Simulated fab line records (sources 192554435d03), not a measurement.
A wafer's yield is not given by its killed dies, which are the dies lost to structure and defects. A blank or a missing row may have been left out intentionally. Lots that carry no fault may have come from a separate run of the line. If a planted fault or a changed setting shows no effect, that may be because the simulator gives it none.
Split-lot experiment | flow n5_finfet | 21 wafers read from 7 lots, route of 1938 steps

== THE SPLIT ==
At N5_BEOL_M4_COAT_22 (resist thk 30 nm), the setting spin_rpm was moved away from the recipe's 1500 rpm on 10 of the 21 wafers read, by -9.9% to +10.3%. For the rest of the wafers, this setting stayed at what the recipe calls for.

== FROM THE SPLIT TO THE READING: what the file shows between them, 4 steps ==
- N5_BEOL_M4_EXPOSE_25: exposes mask V3, defocus 5 nm (also split here: dose_mj)
- N5_BEOL_M4_PEB_26: peb time 60 s
- N5_BEOL_M4_DEVELOP_27: develop time 30 s
- N5_BEOL_M4_CD_MEAS_28: target cd 26.2 nm, target cd y 24.1 nm

== THE READING ==
CAR-EUV_of_BEOL_M4_COAT_22.thk_nm (the simulator's own value, which no gauge read), in nm, at N5_BEOL_M4_DESCUM_33 (chemistry O2, time 7 s). The file does not state a usual value for it. Average 26.1 nm, standard deviation 0.15 nm, over the 11 wafers here run with the recipe.

wafer  | tool, chamber at the split | spin_rpm as run, rpm | against the recipe | CAR-EUV_of_BEOL_M4_COAT_22.thk_nm, nm | against lot-mates on the recipe
L076.3 | litho_track-05, 0          | 1438                 | -4.1%              | 26.6                                  | +0.5
L076.4 | litho_track-05, 0          | 1500                 | recipe             | 26.2                                  | -
L076.5 | litho_track-05, 0          | 1500                 | recipe             | 26                                    | -
L079.1 | litho_track-02, 0          | 1655                 | +10.3%             | 24.8                                  | -1.6
L079.5 | litho_track-02, 0          | 1655                 | +10.3%             | 24.8                                  | -1.6
L079.3 | litho_track-02, 0          | 1500                 | recipe             | 26.4                                  | -
L084.1 | litho_track-01, 0          | 1500                 | recipe             | 25.8                                  | -
L084.2 | litho_track-01, 0          | 1500                 | recipe             | 26                                    | -
L084.4 | litho_track-01, 0          | 1500                 | recipe             | 26                                    | -
L086.2 | litho_track-05, 0          | 1571                 | +4.7%              | 25.6                                  | -0.4
L086.3 | litho_track-05, 0          | 1571                 | +4.7%              | 25.4                                  | -0.6
L086.6 | litho_track-05, 0          | 1500                 | recipe             | 26                                    | -
L085.2 | litho_track-02, 0          | 1500                 | recipe             | 26                                    | -
L085.3 | litho_track-02, 0          | 1500                 | recipe             | 26.2                                  | -
L085.4 | litho_track-02, 0          | 1555                 | +3.7%              | 25.6                                  | -0.5
L089.1 | litho_track-05, 0          | 1500                 | recipe             | 26                                    | -
L089.3 | litho_track-05, 0          | 1352                 | -9.9%              | 27.8                                  | +1.8
L089.5 | litho_track-05, 0          | 1352                 | -9.9%              | 27.8                                  | +1.8
L092.1 | litho_track-01, 0          | 1500                 | recipe             | 26                                    | -
L092.3 | litho_track-01, 0          | 1630                 | +8.7%              | 24.8                                  | -1.2
L092.4 | litho_track-01, 0          | 1630                 | +8.7%              | 24.6                                  | -1.4

FIT RESULTS
A straight line over all 21 wafers: CAR-EUV_of_BEOL_M4_COAT_22.thk_nm changes by -0.149 nm for each +1% of spin_rpm; r = -0.98; the points scatter about the line by 0.18 nm.
The same after taking each lot's own level away (the mean of its wafers on the recipe; 21 wafers): -0.16 nm for each +1%; r = -0.99; scatter 0.13 nm.
According to that fit, moving spin_rpm by its largest amount changes the reading by 1.7 nm.
Measured against the standard deviation above, the lots' own levels, which go from 25.93 to 26.40 nm, span 3.1 times it.
Consequently the slope shifts little with the lot-to-lot level, the two slopes agreeing.
Check: -1.59 nm against its lot-mates is what the line predicts for one of the wafers moved furthest among these (+10.3%) when that wafer is left out of the fit. Against them it came out at -1.6 nm.

== THESE WAFERS: OTHER SPLITS ==
These wafers also went through other splits before the reading. Each is held against what the fit with the lots' levels taken away leaves over:
other split on the same wafers              | wafers away from the commonest value | r with CAR-EUV_of_BEOL_M4_COAT_22.thk_nm (lot level and that fit taken away)
N5_BEOL_M0_SAQP_SPACER2_ALD_26 target_thk_a | 6                                    | +0.23
N5_BEOL_M0_SAQP_COAT_69 spin_rpm            | 7                                    | -0.22
N5_BEOL_M1_ETCH_64 source_w                 | 6                                    | -0.35
N5_BEOL_M3_TRENCH_ETCH_37 source_w          | 6                                    | -0.04
N5_BEOL_M4_EXPOSE_25 dose_mj                | 6                                    | +0.43

== THE WHOLE CHAIN: every reading that the file lists as answering this split, in the file's order ==
step                  | what it does           | reading                                                                            | change (the file's fit)               | r (the file's)
N5_BEOL_M4_COAT_22    | resist thk 30 nm       | CAR-EUV_of_BEOL_M4_COAT_22.thk_nm (the simulator's own value, which no gauge read) | -0.144 nm for each +1% of the setting | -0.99
N5_BEOL_M4_DEVELOP_27 | develop time 30 s      | CAR-EUV_of_BEOL_M4_COAT_22.thk_nm (the simulator's own value, which no gauge read) | -0.153 nm for each +1% of the setting | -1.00
N5_BEOL_M4_DESCUM_33  | chemistry O2, time 7 s | CAR-EUV_of_BEOL_M4_COAT_22.thk_nm (the simulator's own value, which no gauge read) | -0.156 nm for each +1% of the setting | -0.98

== FILE'S OWN FIT ==
CAR-EUV_of_BEOL_M4_COAT_22.thk_nm changes by -0.156 nm for each +1% of spin_rpm, r = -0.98.
